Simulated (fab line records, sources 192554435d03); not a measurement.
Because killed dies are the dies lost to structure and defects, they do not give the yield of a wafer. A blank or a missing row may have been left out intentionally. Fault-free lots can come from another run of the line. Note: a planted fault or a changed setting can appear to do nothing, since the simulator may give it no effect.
fab line records | flow n5_finfet | part 1 of 2: steps 1 to 4 of 6
[record] lots = 22 | wafers = 66 | last_day = 19
route steps=1938 shown BEOL_M6@1238 BEOL_M7@1277
lots untouched by any fault: they come from a run of this same line in which no faults occurred
start_h: the number of hours between the record's first day and the start of the first shown wafer of the lot | wait_h: hours elapsed since this lot's preceding step | " unchanged from the row above | L1.1+2: a single row standing in for several wafers | - no value, or no start given | * or withheld: withheld | < > ~ a bound
route shown NAME@n: names a module that has steps shown in the file, with the first one's number in the route | usual: mean/standard deviation taken from wafers without a fault | same: alike in all rows | chamber/n: place in a boat | sites: per-site readings | _std_site: the values' standard deviation | _edge_site: mean of outer sites minus mean of inner sites | radius_mm: how far each site lies from the wafer's centre | mask NAME#n: copy n | behind: the tool/chamber that last shaped the wafer | hold: what put the lot on hold/how long, in hours/how the hold closed | device: the n, p or np transistor that did not switch | end of line: tests run on the same wafers once the route is complete | for a step that has no rows: nothing shown but its recipe | killed: at the first sort, the dies lost to defects and structure; wafer yield is something else | map: shows each die of a wafer: x if killed, . if not, _ if none is there
set.NAME: setting as actually run; set.NAME@STEP: the setting as run at that earlier step | model.NAME: the simulator's own value behind a step, which no gauge read
a sample of lots followed through the steps of the route, with each step as a table and each wafer as a row
services: a tool's chamber out of use, with start hour (start_h, from the record's first day; less than 0 if before it), hours out, and reason
[[steps]]
[step N5_BEOL_M6_STRIP_36]
[recipe] chemistry = N2/H2 | power_w = 450 | temp_c = 40 | pressure_mtorr = 20 | rf_frequency_hz = 6e+07 | overash_fraction = 0.3 | bias_power_w = 7 | h2_frac = 0.5 | n2_flow_sccm = 200 | h2_flow_sccm = 200
[usual] drypump_motor_current_A = 5.6/0.43 | oes_product_au = 0.77/0.061 | power_w = 449.9/1.3 | rf_vpp_V = 59.1/1.5 | showerhead_plenum_p_Torr = 2.54/0.1 | throttle_valve_pct = 23.7/0.32
lot.wafer | tool        | chamber | start_h | wait_h | drypump_motor_current_A | oes_product_au | power_w | rf_hours_counter_h | rf_vpp_V | showerhead_plenum_p_Torr | throttle_valve_pct
L074.2    | rie_diel-01 | 2       | 197.15  | 0.0    | 5.7                     | 0.79           | 452.0   | 96                 | 59.5     | 2.56                     | 23.4
L074.3    | "           | 0       | "       | "      | 6.3                     | 0.75           | 449.6   | 133                | 59.1     | 2.42                     | 23.4
L074.5    | "           | 1       | "       | "      | 5.8                     | 0.80           | 447.5   | -                  | 55.6     | 2.43                     | 23.1
L075.3    | rie_diel-02 | 1       | 201.06  | 0.0    | 5.2                     | 0.74           | 450.5   | 131                | 60.2     | 2.54                     | 23.7
L075.4    | "           | 0       | "       | "      | 6.1                     | 0.78           | 448.1   | 130                | 59.9     | 2.42                     | 23.6
L075.6    | "           | 1       | "       | "      | 5.2                     | 0.74           | 450.5   | -                  | 58.2     | 2.54                     | 23.8
L076.1    | rie_diel-01 | 1       | 211.45  | 0.0    | 5.8                     | 0.79           | 450.9   | 106                | 60.4     | 2.43                     | 23.1
L076.2    | "           | 3       | "       | "      | 5.5                     | 0.73           | 449.1   | 140                | 58.8     | 2.46                     | 24.0
L076.6    | "           | 1       | "       | "      | 5.8                     | 0.77           | 451.8   | -                  | 59.1     | 2.43                     | 23.1
L077.3    | rie_diel-04 | 3       | 215.37  | 0.0    | 5.7                     | 0.71           | 451.2   | 210                | 58.7     | 2.62                     | 23.8
L077.4    | "           | 3       | "       | "      | 5.7                     | 0.71           | 449.6   | -                  | 58.5     | 2.62                     | 23.8
L077.5    | "           | 2       | "       | "      | 4.7                     | 0.89           | 446.6   | -                  | 61.0     | 2.62                     | 24.1
L078.1    | rie_diel-04 | 1       | 215.77  | 0.0    | 5.8                     | 0.77           | 449.4   | 146                | 61.3     | 2.54                     | 23.6
L078.2    | "           | 3       | "       | "      | 5.6                     | 0.70           | 449.5   | 210                | 58.7     | 2.61                     | 23.7
L078.4    | "           | 2       | "       | "      | 4.8                     | 0.88           | 448.8   | -                  | 57.5     | 2.62                     | 24.1
L080.1    | rie_diel-02 | 0       | 230.85  | 0.0    | 6.1                     | 0.78           | 449.8   | 141                | 58.3     | 2.42                     | 23.6
L080.2    | "           | 1       | "       | "      | 5.2                     | 0.72           | 449.5   | 143                | 59.7     | 2.54                     | 23.8
L080.6    | "           | 2       | "       | "      | 5.8                     | 0.76           | 450.3   | -                  | 59.7     | 2.68                     | 24.1
L079.1    | rie_diel-04 | 0       | 233.28  | 0.0    | 5.6                     | 0.96           | 448.7   | 7                  | 60.7     | 2.73                     | 23.7
L079.3    | "           | 2       | "       | "      | 4.7                     | 0.88           | 451.4   | 39                 | 57.7     | 2.62                     | 24.1
L079.6    | "           | 2       | "       | "      | 4.7                     | 0.88           | 450.7   | -                  | 59.7     | 2.61                     | 24.1
L083.2    | rie_diel-02 | 1       | 246.44  | 0.0    | 5.2                     | 0.73           | 448.8   | 148                | 59.3     | 2.54                     | 23.8
L083.3    | "           | 2       | "       | "      | 5.8                     | 0.75           | 450.7   | 123                | 56.6     | 2.68                     | 24.1
L083.4    | "           | 3       | "       | "      | 4.9                     | 0.82           | 449.2   | 70                 | 59.0     | 2.61                     | 23.9
L082.2    | rie_diel-01 | 3       | 249.94  | 0.0    | 5.5                     | 0.73           | 448.1   | 154                | 58.2     | 2.45                     | 24.0
L082.4    | "           | 1       | "       | "      | 5.8                     | 0.77           | 450.8   | 120                | 57.4     | 2.42                     | 23.1
L082.5    | "           | 3       | "       | "      | 5.4                     | 0.72           | 448.9   | -                  | 59.9     | 2.45                     | 24.0
L084.4    | rie_diel-04 | 2       | 263.18  | 0.0    | 4.8                     | 0.85           | 449.5   | -                  | 59.6     | 2.61                     | 24.1
L084.5    | "           | 0       | "       | "      | 5.5                     | 0.92           | 450.5   | -                  | 59.5     | 2.73                     | 23.7
L084.6    | "           | 3       | "       | "      | 5.6                     | 0.70           | 447.5   | -                  | 59.9     | 2.61                     | 23.8
L085.3    | rie_diel-01 | 0       | 267.92  | 0.0    | 6.2                     | 0.75           | 450.5   | 158                | 59.4     | 2.41                     | 23.5
L085.4    | "           | 1       | "       | "      | 5.8                     | 0.78           | 449.8   | 128                | 61.5     | 2.42                     | 23.1
L085.5    | "           | 0       | "       | "      | 6.2                     | 0.73           | 449.8   | -                  | 57.1     | 2.40                     | 23.5
L087.3    | rie_diel-02 | 2       | 278.64  | 0.0    | 5.8                     | 0.74           | 450.8   | 135                | 59.1     | 2.67                     | 24.1
L087.4    | "           | 3       | "       | "      | 4.8                     | 0.82           | 449.9   | 82                 | 57.0     | 2.60                     | 24.0
L087.6    | "           | 2       | "       | "      | 5.7                     | 0.74           | 448.4   | -                  | 61.2     | 2.67                     | 24.1
L088.1    | rie_diel-04 | 2       | 284.45  | 0.0    | 4.8                     | 0.85           | 450.9   | 58                 | 60.0     | 2.61                     | 24.1
L088.3    | "           | 1       | "       | "      | 5.8                     | 0.77           | 450.7   | 154                | 57.3     | 2.54                     | 23.6
L088.4    | "           | 0       | "       | "      | 5.6                     | 0.90           | 448.5   | 27                 | 61.1     | 2.72                     | 23.8
L089.1    | rie_diel-01 | 2       | 284.87  | 0.0    | 5.6                     | 0.77           | 451.9   | 127                | 57.5     | 2.55                     | 23.4
L089.2    | "           | 3       | "       | "      | 5.4                     | 0.72           | 449.8   | 168                | 57.2     | 2.45                     | 24.0
L089.6    | "           | 3       | "       | "      | 5.5                     | 0.72           | 449.9   | -                  | 61.1     | 2.45                     | 24.1
L090.1    | rie_diel-02 | 0       | 286.81  | 0.0    | 6.1                     | 0.76           | 450.2   | 159                | 56.9     | 2.41                     | 23.6
L090.2    | "           | 2       | "       | "      | 5.8                     | 0.75           | 452.6   | 139                | 60.6     | 2.67                     | 24.1
L090.4    | "           | 3       | "       | "      | 4.9                     | 0.81           | 450.6   | 86                 | 58.7     | 2.60                     | 23.9
L091.4    | rie_diel-01 | 1       | 303.59  | 0.0    | 5.8                     | 0.76           | 451.4   | 140                | 58.2     | 2.41                     | 23.1
L091.5    | "           | 2       | "       | "      | 5.6                     | 0.76           | 452.1   | -                  | 60.1     | 2.55                     | 23.5
L091.6    | "           | 3       | "       | "      | 5.4                     | 0.71           | 452.0   | -                  | 58.9     | 2.44                     | 24.1
L093.1    | rie_diel-01 | 2       | 309.14  | 0.0    | 5.6                     | 0.76           | 447.8   | 134                | 58.7     | 2.55                     | 23.5
L093.2    | "           | 1       | "       | "      | 5.8                     | 0.76           | 448.3   | 141                | 59.5     | 2.41                     | 23.1
L093.5    | "           | 1       | "       | "      | 5.8                     | 0.76           | 449.2   | -                  | 56.9     | 2.41                     | 23.1
L092.1    | rie_diel-04 | 0       | 311.25  | 0.0    | 5.5                     | 0.89           | 448.5   | 37                 | 60.7     | 2.72                     | 23.8
L092.3    | "           | 2       | "       | "      | 4.8                     | 0.83           | 449.5   | 69                 | 60.7     | 2.60                     | 24.1
L092.4    | "           | 3       | "       | "      | 5.7                     | 0.67           | 449.6   | -                  | 58.2     | 2.60                     | 23.8
L095.4    | rie_diel-01 | 2       | 327.06  | 0.0    | 5.6                     | 0.76           | 451.3   | 140                | 56.4     | 2.54                     | 23.5
L095.5    | "           | 1       | "       | "      | 5.7                     | 0.75           | 448.7   | -                  | 57.0     | 2.41                     | 23.1
L095.6    | "           | 0       | "       | "      | 6.3                     | 0.72           | 450.5   | -                  | 58.7     | 2.40                     | 23.5
L094.1    | rie_diel-04 | 2       | 330.27  | 0.0    | 4.7                     | 0.82           | 452.0   | 78                 | 58.9     | 2.60                     | 24.2
L094.3    | "           | 1       | "       | "      | 5.8                     | 0.75           | 452.0   | 168                | 58.7     | 2.53                     | 23.6
L094.5    | "           | 1       | "       | "      | 5.8                     | 0.76           | 449.9   | -                  | 56.7     | 2.53                     | 23.6
L097.2    | rie_diel-01 | 3       | 337.64  | 0.0    | 5.5                     | 0.71           | 449.2   | 184                | 57.7     | 2.44                     | 24.1
L097.3    | "           | 0       | "       | "      | 6.3                     | 0.72           | 449.3   | 180                | 57.8     | 2.40                     | 23.5
L097.5    | "           | 2       | "       | "      | 5.6                     | 0.75           | 450.6   | -                  | 57.9     | 2.54                     | 23.5
L096.3    | rie_diel-02 | 3       | 341.33  | 0.0    | 4.9                     | 0.79           | 451.2   | 104                | 60.4     | 2.59                     | 24.0
L096.5    | "           | 2       | "       | "      | 5.8                     | 0.74           | 447.6   | -                  | 59.1     | 2.67                     | 24.1
L096.6    | "           | 3       | "       | "      | 4.9                     | 0.79           | 449.4   | -                  | 57.7     | 2.59                     | 24.0
[step N5_BEOL_M6_ANNEAL_51]
[recipe] temp_c = 225 | time_s = 90 | ambient = N2
[usual] anneal_temp_c = 224.97/0.17 | wafer_temp_C_max = 225.80/0.23
lot.wafer | tool          | chamber | start_h | wait_h | anneal_temp_c | wafer_temp_C_max
L074.2    | rtp_anneal-02 | 0       | 199.80  | 0.8    | 224.96        | 225.84
L074.3    | "             | 0       | "       | "      | 225.02        | 225.44
L074.5    | "             | 0       | "       | "      | 225.03        | 225.60
L075.3    | rtp_anneal-02 | 0       | 203.71  | 0.4    | 225.07        | 226.43
L075.4    | "             | 0       | "       | "      | 224.85        | 226.09
L075.6    | "             | 0       | "       | "      | 224.61        | 226.13
L076.1    | rtp_anneal-01 | 0       | 213.65  | 0.5    | 225.23        | 225.90
L076.2    | "             | 0       | "       | "      | 225.14        | 225.66
L076.6    | "             | 0       | "       | "      | 225.19        | 225.85
L077.3    | rtp_anneal-02 | 0       | 217.39  | 0.3    | 225.20        | 225.94
L077.4    | "             | 0       | "       | "      | 224.88        | 226.13
L077.5    | "             | 0       | "       | "      | 225.05        | 226.06
L078.1    | rtp_anneal-02 | 0       | 217.84  | 0.5    | 224.85        | 225.94
L078.2    | "             | 0       | "       | "      | 224.96        | 226.01
L078.4    | "             | 0       | "       | "      | 224.96        | 225.84
L080.1    | rtp_anneal-01 | 0       | 234.34  | 0.2    | 224.71        | 225.62
L080.2    | "             | 0       | "       | "      | 225.08        | 225.49
L080.6    | "             | 0       | "       | "      | 224.84        | 225.50
L079.1    | rtp_anneal-02 | 0       | 236.60  | 0.2    | 224.86        | 225.89
L079.3    | "             | 0       | "       | "      | 224.99        | 226.15
L079.6    | "             | 0       | "       | "      | 225.23        | 225.97
L083.2    | rtp_anneal-01 | 0       | 248.27  | 0.1    | 224.74        | 225.95
L083.3    | "             | 0       | "       | "      | 224.62        | 225.88
L083.4    | "             | 0       | "       | "      | 224.89        | 226.20
L082.2    | rtp_anneal-01 | 0       | 252.29  | 0.5    | 225.10        | 225.68
L082.4    | "             | 0       | "       | "      | 224.94        | 225.72
L082.5    | "             | 0       | "       | "      | 225.27        | 225.51
L084.4    | rtp_anneal-01 | 0       | 266.15  | 0.2    | 225.04        | 225.78
L084.5    | "             | 0       | "       | "      | 225.10        | 225.57
L084.6    | "             | 0       | "       | "      | 225.22        | 225.49
L085.3    | rtp_anneal-01 | 0       | 270.05  | 0.3    | 225.04        | 225.56
L085.4    | "             | 0       | "       | "      | 224.87        | 225.46
L085.5    | "             | 0       | "       | "      | 224.88        | 225.41
L087.3    | rtp_anneal-02 | 0       | 280.54  | 0.3    | 225.09        | 225.72
L087.4    | "             | 0       | "       | "      | 225.10        | 225.66
L087.6    | "             | 0       | "       | "      | 225.38        | 226.18
L088.1    | rtp_anneal-02 | 0       | 287.24  | 0.6    | 225.17        | 225.95
L088.3    | "             | 0       | "       | "      | 224.80        | 225.84
L088.4    | "             | 0       | "       | "      | 225.00        | 225.90
L089.1    | rtp_anneal-01 | 0       | 287.65  | 0.8    | 224.91        | 225.86
L089.2    | "             | 0       | "       | "      | 224.95        | 225.58
L089.6    | "             | 0       | "       | "      | 224.70        | 225.38
L090.1    | rtp_anneal-02 | 0       | 289.99  | 0.1    | 225.09        | 225.46
L090.2    | "             | 0       | "       | "      | 224.92        | 225.79
L090.4    | "             | 0       | "       | "      | 224.91        | 225.70
L091.4    | rtp_anneal-01 | 0       | 306.69  | 0.8    | 224.89        | 225.50
L091.5    | "             | 0       | "       | "      | 224.82        | 225.41
L091.6    | "             | 0       | "       | "      | 224.82        | 225.52
L093.1    | rtp_anneal-01 | 0       | 311.84  | 0.6    | 225.10        | 226.11
L093.2    | "             | 0       | "       | "      | 224.79        | 226.00
L093.5    | "             | 0       | "       | "      | 224.97        | 226.14
L092.1    | rtp_anneal-02 | 0       | 314.73  | 0.7    | 224.88        | 225.84
L092.3    | "             | 0       | "       | "      | 224.85        | 225.84
L092.4    | "             | 0       | "       | "      | 225.09        | 226.01
L095.4    | rtp_anneal-02 | 0       | 331.46  | 0.4    | 224.83        | 225.83
L095.5    | "             | 0       | "       | "      | 224.94        | 225.59
L095.6    | "             | 0       | "       | "      | 224.81        | 225.44
L094.1    | rtp_anneal-02 | 0       | 333.51  | 0.2    | 224.69        | 225.77
L094.3    | "             | 0       | "       | "      | 224.78        | 225.65
L094.5    | "             | 0       | "       | "      | 224.69        | 226.19
L097.2    | rtp_anneal-02 | 0       | 341.75  | 0.8    | 225.04        | 225.85
L097.3    | "             | 0       | "       | "      | 225.01        | 226.24
L097.5    | "             | 0       | "       | "      | 224.70        | 226.26
L096.3    | rtp_anneal-02 | 0       | 344.94  | 1.3    | 224.94        | 225.89
L096.5    | "             | 0       | "       | "      | 224.98        | 225.55
L096.6    | "             | 0       | "       | "      | 225.14        | 225.66
[step N5_BEOL_M7_OVL_MEAS_12]
[recipe] points_per_wafer = 44
[usual] M7_OVL = 0.2/0.67
lot.wafer | tool       | chamber | start_h | wait_h | M7_OVL[nm]
L074.2    | overlay-01 | 0       | 203.18  | 0.0    | -0.7
L074.3    | "          | 0       | "       | "      | 0.8
L074.5    | "          | 0       | "       | "      | -0.1
L075.3    | overlay-01 | 0       | 208.68  | 0.0    | -0.5
L075.4    | "          | 0       | "       | "      | 0.1
L075.6    | "          | 0       | "       | "      | -0.5
L076.1    | overlay-01 | 0       | 216.58  | 0.0    | 1.0
L076.2    | "          | 0       | "       | "      | -0.1
L076.6    | "          | 0       | "       | "      | 0.2
L077.3    | overlay-02 | 0       | 219.83  | 0.0    | -0.6
L077.4    | "          | 0       | "       | "      | 0.3
L077.5    | "          | 0       | "       | "      | -0.8
L078.1    | overlay-01 | 0       | 220.13  | 0.0    | -0.4
L078.2    | "          | 0       | "       | "      | 0.4
L078.4    | "          | 0       | "       | "      | 0.1
L080.1    | overlay-02 | 0       | 237.41  | 0.0    | 0.2
L080.2    | "          | 0       | "       | "      | 0.9
L080.6    | "          | 0       | "       | "      | 1.3
L079.1    | overlay-02 | 0       | 239.66  | 0.0    | 0.6
L079.3    | "          | 0       | "       | "      | 0.1
L079.6    | "          | 0       | "       | "      | -0.1
L083.2    | overlay-01 | 0       | 250.98  | 0.0    | 0.8
L083.3    | "          | 0       | "       | "      | -0.7
L083.4    | "          | 0       | "       | "      | 0.9
L082.2    | overlay-02 | 0       | 255.96  | 0.0    | 1.4
L082.4    | "          | 0       | "       | "      | 0.4
L082.5    | "          | 0       | "       | "      | 0.7
L084.4    | overlay-02 | 0       | 268.96  | 0.0    | 0.3
L084.5    | "          | 0       | "       | "      | 1.3
L084.6    | "          | 0       | "       | "      | 1.0
L085.3    | overlay-02 | 0       | 272.51  | 0.0    | 0.8
L085.4    | "          | 0       | "       | "      | 0.4
L085.5    | "          | 0       | "       | "      | 0.5
L087.3    | overlay-02 | 0       | 282.44  | 0.0    | 0.3
L087.4    | "          | 0       | "       | "      | 0.8
L087.6    | "          | 0       | "       | "      | -0.4
L088.1    | overlay-01 | 0       | 289.96  | 0.0    | -1.1
L088.3    | "          | 0       | "       | "      | 0.1
L088.4    | "          | 0       | "       | "      | -1.3
L089.1    | overlay-01 | 0       | 290.13  | 0.0    | 0.0
L089.2    | "          | 0       | "       | "      | 0.1
L089.6    | "          | 0       | "       | "      | 0.0
L090.1    | overlay-01 | 0       | 293.73  | 0.0    | -1.1
L090.2    | "          | 0       | "       | "      | 0.6
L090.4    | "          | 0       | "       | "      | 0.1
L091.4    | overlay-02 | 0       | 310.29  | 0.0    | -0.3
L091.5    | "          | 0       | "       | "      | -0.2
L091.6    | "          | 0       | "       | "      | 0.4
L093.1    | overlay-02 | 0       | 314.37  | 0.0    | 0.4
L093.2    | "          | 0       | "       | "      | 0.3
L093.5    | "          | 0       | "       | "      | 0.8
L092.1    | overlay-01 | 0       | 318.96  | 0.0    | 1.7
L092.3    | "          | 0       | "       | "      | 0.7
L092.4    | "          | 0       | "       | "      | 0.5
L095.4    | overlay-01 | 0       | 334.13  | 0.0    | 1.3
L095.5    | "          | 0       | "       | "      | 1.5
L095.6    | "          | 0       | "       | "      | 1.7
L094.1    | overlay-02 | 0       | 338.01  | 0.0    | -0.3
L094.3    | "          | 0       | "       | "      | -0.3
L094.5    | "          | 0       | "       | "      | -0.2
L097.2    | overlay-02 | 0       | 347.76  | 0.0    | -0.2
L097.3    | "          | 0       | "       | "      | -0.4
L097.5    | "          | 0       | "       | "      | -0.7
L096.3    | overlay-02 | 0       | 347.99  | 0.0    | 0.2
L096.5    | "          | 0       | "       | "      | 0.8
L096.6    | "          | 0       | "       | "      | -0.3
[step N5_BEOL_M7_ETCH_61]
[recipe] chemistry = CF4 | target = SiARC | target_depth_a = 455 | mask_material = CAR-ArF | time_s = 75.8 | ion_energy_ev = 80 | pressure_mtorr = 40 | source_w = 545 | bias_w = 36 | Ar_flow_sccm = 100 | cf4_flow_sccm = 100 | ends = cleared
[usual] bias_w = 36.00/0.1 | drypump_motor_current_A = 5.8/0.31 | etch_rf_on_time_s = 75.4/3 | oes_product_au = 0.67/0.064 | rf_fwd_power_W = 539.6/2 | rf_vpp_V = 183.9/1.1 | showerhead_plenum_p_Torr = 2.12/0.074 | throttle_valve_pct = 15.67/0.19
lot.wafer | tool        | chamber | start_h | wait_h | bias_w | drypump_motor_current_A | etch_rf_on_time_s | oes_product_au | rf_fwd_power_W | rf_hours_counter_h | rf_vpp_V | showerhead_plenum_p_Torr | throttle_valve_pct
L074.2    | rie_diel-06 | 0       | 203.27  | 0.0    | 36.01  | 5.5                     | 76.9              | 0.74           | 544.4          | 44                 | 183.2    | 2.09                     | 15.27
L074.3    | "           | 1       | "       | "      | 35.95  | 5.6                     | 74.1              | 0.65           | 537.8          | 174                | 183.6    | 2.05                     | 15.64
L074.5    | "           | 0       | "       | "      | 35.91  | 5.6                     | 76.7              | 0.74           | 543.0          | -                  | 184.8    | 2.09                     | 15.28
L075.3    | rie_diel-03 | 0       | 208.77  | 0.0    | 36.18  | 6.4                     | 78.0              | 0.75           | 538.1          | 17                 | 182.5    | 2.09                     | 15.35
L075.4    | "           | 0       | "       | "      | 36.13  | 6.4                     | 78.0              | 0.76           | 539.4          | -                  | 184.4    | 2.09                     | 15.35
L075.6    | "           | 2       | "       | "      | 35.94  | 6.1                     | 73.0              | 0.60           | 542.7          | -                  | 182.8    | 2.05                     | 15.66
L076.1    | rie_diel-03 | 1       | 216.68  | 0.0    | 36.24  | 5.9                     | 71.6              | 0.67           | 540.7          | 151                | 184.3    | 2.15                     | 15.72
L076.2    | "           | 2       | "       | "      | 35.91  | 6.0                     | 74.2              | 0.60           | 539.0          | 212                | 184.1    | 2.05                     | 15.66
L076.6    | "           | 2       | "       | "      | 36.07  | 6.0                     | 73.2              | 0.60           | 540.0          | -                  | 181.9    | 2.05                     | 15.66
L077.3    | rie_diel-03 | 3       | 219.93  | 0.0    | 36.03  | 5.7                     | 77.1              | 0.64           | 540.3          | 180                | 184.1    | 2.06                     | 15.91
L077.4    | "           | 2       | "       | "      | 36.07  | 6.0                     | 73.8              | 0.60           | 539.0          | 214                | 182.6    | 2.05                     | 15.65
L077.5    | "           | 1       | "       | "      | 36.08  | 6.0                     | 72.2              | 0.67           | 536.3          | -                  | 183.5    | 2.15                     | 15.71
L078.1    | rie_diel-03 | 1       | 220.22  | 0.0    | 35.87  | 6.0                     | 71.2              | 0.67           | 537.9          | 154                | 184.6    | 2.15                     | 15.72
L078.2    | "           | 0       | "       | "      | 35.84  | 6.4                     | 77.3              | 0.75           | 543.9          | 22                 | 185.4    | 2.09                     | 15.35
L078.4    | "           | 2       | "       | "      | 35.96  | 6.1                     | 73.1              | 0.60           | 540.9          | 214                | 182.6    | 2.05                     | 15.66
L080.1    | rie_diel-06 | 1       | 237.58  | 0.0    | 35.95  | 5.6                     | 74.6              | 0.63           | 536.2          | 184                | 182.7    | 2.05                     | 15.65
L080.2    | "           | 3       | "       | "      | 36.29  | 5.9                     | 72.1              | 0.67           | 541.0          | 151                | 183.7    | 2.05                     | 15.56
L080.6    | "           | 1       | "       | "      | 35.98  | 5.7                     | 74.8              | 0.64           | 537.5          | -                  | 183.2    | 2.05                     | 15.67
L079.1    | rie_diel-05 | 1       | 240.26  | 0.0    | 36.00  | 5.7                     | 73.3              | 0.64           | 538.8          | 179                | 184.9    | 2.22                     | 15.65
L079.3    | "           | 3       | "       | "      | 36.10  | 6.0                     | 78.7              | 0.68           | 539.5          | 85                 | 184.4    | 2.18                     | 15.82
L079.6    | "           | 2       | "       | "      | 35.84  | 5.3                     | 80.4              | 0.59           | 544.1          | -                  | 183.3    | 2.14                     | 15.86
L083.2    | rie_diel-06 | 0       | 251.08  | 0.0    | 36.00  | 5.6                     | 78.3              | 0.71           | 542.4          | 59                 | 183.4    | 2.08                     | 15.32
L083.3    | "           | 3       | "       | "      | 36.00  | 5.9                     | 71.2              | 0.66           | 542.7          | 155                | 183.8    | 2.05                     | 15.56
L083.4    | "           | 2       | "       | "      | 35.87  | 5.3                     | 73.3              | 0.82           | 539.8          | 9                  | 184.4    | 2.30                     | 15.50
L082.2    | rie_diel-03 | 2       | 256.40  | 0.0    | 36.16  | 6.1                     | 73.6              | 0.59           | 538.4          | 226                | 182.2    | 2.04                     | 15.70
L082.4    | "           | 0       | "       | "      | 35.90  | 6.4                     | 79.1              | 0.73           | 539.5          | 34                 | 183.7    | 2.08                     | 15.38
L082.5    | "           | 2       | "       | "      | 36.07  | 6.0                     | 73.0              | 0.59           | 540.5          | -                  | 184.2    | 2.04                     | 15.68
L084.4    | rie_diel-03 | 2       | 269.10  | 0.0    | 35.98  | 6.0                     | 71.9              | 0.60           | 537.2          | 229                | 184.3    | 2.04                     | 15.70
L084.5    | "           | 1       | "       | "      | 35.99  | 5.9                     | 71.4              | 0.66           | 537.6          | -                  | 182.2    | 2.14                     | 15.74
L084.6    | "           | 0       | "       | "      | 36.01  | 6.4                     | 77.0              | 0.73           | 543.5          | -                  | 182.9    | 2.08                     | 15.39
L085.3    | rie_diel-06 | 2       | 273.91  | 0.0    | 36.05  | 5.3                     | 73.2              | 0.80           | 540.1          | 17                 | 186.0    | 2.29                     | 15.52
L085.4    | "           | 3       | "       | "      | 35.84  | 5.9                     | 71.7              | 0.66           | 539.0          | 163                | 184.0    | 2.05                     | 15.58
L085.5    | "           | 1       | "       | "      | 35.90  | 5.7                     | 74.5              | 0.63           | 541.6          | -                  | 182.1    | 2.04                     | 15.70
L087.3    | rie_diel-05 | 0       | 282.78  | 0.0    | 36.05  | 5.5                     | 73.6              | 0.78           | 538.6          | 44                 | 184.6    | 2.18                     | 15.86
L087.4    | "           | 2       | "       | "      | 35.92  | 5.3                     | 81.1              | 0.59           | 543.3          | 223                | 184.7    | 2.14                     | 15.87
L087.6    | "           | 0       | "       | "      | 36.17  | 5.5                     | 74.1              | 0.77           | 538.6          | -                  | 185.1    | 2.18                     | 15.84
L088.1    | rie_diel-03 | 2       | 290.35  | 0.0    | 35.90  | 6.0                     | 73.5              | 0.58           | 541.9          | 236                | 182.2    | 2.04                     | 15.73
L088.3    | "           | 1       | "       | "      | 35.89  | 5.9                     | 72.1              | 0.65           | 534.6          | 175                | 183.6    | 2.14                     | 15.77
L088.4    | "           | 0       | "       | "      | 35.99  | 6.4                     | 76.6              | 0.73           | 539.4          | 45                 | 182.8    | 2.08                     | 15.40
L089.1    | rie_diel-06 | 0       | 290.68  | 0.0    | 36.08  | 5.6                     | 77.9              | 0.70           | 539.9          | 71                 | 183.6    | 2.08                     | 15.34
L089.2    | "           | 1       | "       | "      | 36.09  | 5.6                     | 75.7              | 0.62           | 538.9          | 203                | 182.8    | 2.04                     | 15.69
L089.6    | "           | 2       | "       | "      | 36.12  | 5.3                     | 74.1              | 0.79           | 539.9          | -                  | 186.0    | 2.29                     | 15.53
L090.1    | rie_diel-05 | 3       | 293.82  | 0.0    | 35.98  | 6.0                     | 80.2              | 0.66           | 538.8          | 99                 | 185.1    | 2.18                     | 15.86
L090.2    | "           | 1       | "       | "      | 35.83  | 5.8                     | 73.4              | 0.62           | 538.1          | 194                | 185.5    | 2.21                     | 15.70
L090.4    | "           | 0       | "       | "      | 36.09  | 5.5                     | 73.4              | 0.76           | 542.2          | 48                 | 184.9    | 2.18                     | 15.86
L091.4    | rie_diel-03 | 0       | 310.87  | 0.0    | 35.96  | 6.4                     | 77.9              | 0.72           | 540.8          | 52                 | 185.5    | 2.08                     | 15.42
L091.5    | "           | 2       | "       | "      | 35.92  | 6.0                     | 73.8              | 0.58           | 540.0          | -                  | 183.6    | 2.04                     | 15.73
L091.6    | "           | 3       | "       | "      | 36.02  | 5.7                     | 76.9              | 0.63           | 539.2          | -                  | 183.3    | 2.05                     | 15.95
L093.1    | rie_diel-05 | 2       | 314.84  | 0.0    | 35.85  | 5.3                     | 82.5              | 0.57           | 538.8          | 233                | 183.5    | 2.13                     | 15.91
L093.2    | "           | 0       | "       | "      | 36.02  | 5.5                     | 75.6              | 0.74           | 537.7          | 54                 | 184.0    | 2.18                     | 15.88
L093.5    | "           | 3       | "       | "      | 35.99  | 6.0                     | 80.6              | 0.65           | 537.3          | -                  | 183.8    | 2.17                     | 15.86
L092.1    | rie_diel-06 | 0       | 319.05  | 0.0    | 35.97  | 5.6                     | 77.9              | 0.70           | 539.5          | 80                 | 183.4    | 2.07                     | 15.36
L092.3    | "           | 1       | "       | "      | 36.22  | 5.6                     | 74.8              | 0.62           | 540.2          | 212                | 182.0    | 2.04                     | 15.73
L092.4    | "           | 2       | "       | "      | 36.20  | 5.3                     | 73.5              | 0.78           | 535.6          | 30                 | 184.9    | 2.29                     | 15.55
L095.4    | rie_diel-05 | 1       | 334.24  | 0.0    | 35.99  | 5.8                     | 73.6              | 0.62           | 539.5          | 205                | 186.5    | 2.21                     | 15.73
L095.5    | "           | 1       | "       | "      | 36.14  | 5.8                     | 74.0              | 0.62           | 538.0          | -                  | 184.5    | 2.21                     | 15.72
L095.6    | "           | 2       | "       | "      | 35.88  | 5.3                     | 81.5              | 0.57           | 541.9          | -                  | 183.6    | 2.13                     | 15.90
L094.1    | rie_diel-06 | 2       | 338.55  | 0.0    | 35.92  | 5.3                     | 72.9              | 0.77           | 539.5          | 36                 | 185.1    | 2.29                     | 15.56
L094.3    | "           | 1       | "       | "      | 36.01  | 5.6                     | 74.2              | 0.62           | 536.6          | 216                | 182.7    | 2.03                     | 15.72
L094.5    | "           | 1       | "       | "      | 36.03  | 5.7                     | 74.5              | 0.62           | 539.5          | -                  | 182.4    | 2.04                     | 15.73
L097.2    | rie_diel-05 | 0       | 348.05  | 0.0    | 35.82  | 5.5                     | 73.7              | 0.75           | 539.1          | 62                 | 185.7    | 2.17                     | 15.89
L097.3    | "           | 3       | "       | "      | 36.21  | 5.9                     | 79.5              | 0.65           | 539.8          | 114                | 183.8    | 2.17                     | 15.89
L097.5    | "           | 2       | "       | "      | 35.97  | 5.3                     | 80.5              | 0.57           | 539.9          | -                  | 185.2    | 2.13                     | 15.91
L096.3    | rie_diel-03 | 0       | 348.38  | 0.0    | 35.92  | 6.4                     | 78.9              | 0.70           | 541.7          | 65                 | 183.0    | 2.07                     | 15.44
L096.5    | "           | 3       | "       | "      | 36.16  | 5.7                     | 77.7              | 0.62           | 541.4          | -                  | 183.0    | 2.04                     | 16.00
L096.6    | "           | 1       | "       | "      | 35.91  | 6.0                     | 73.2              | 0.63           | 535.2          | -                  | 181.9    | 2.14                     | 15.80
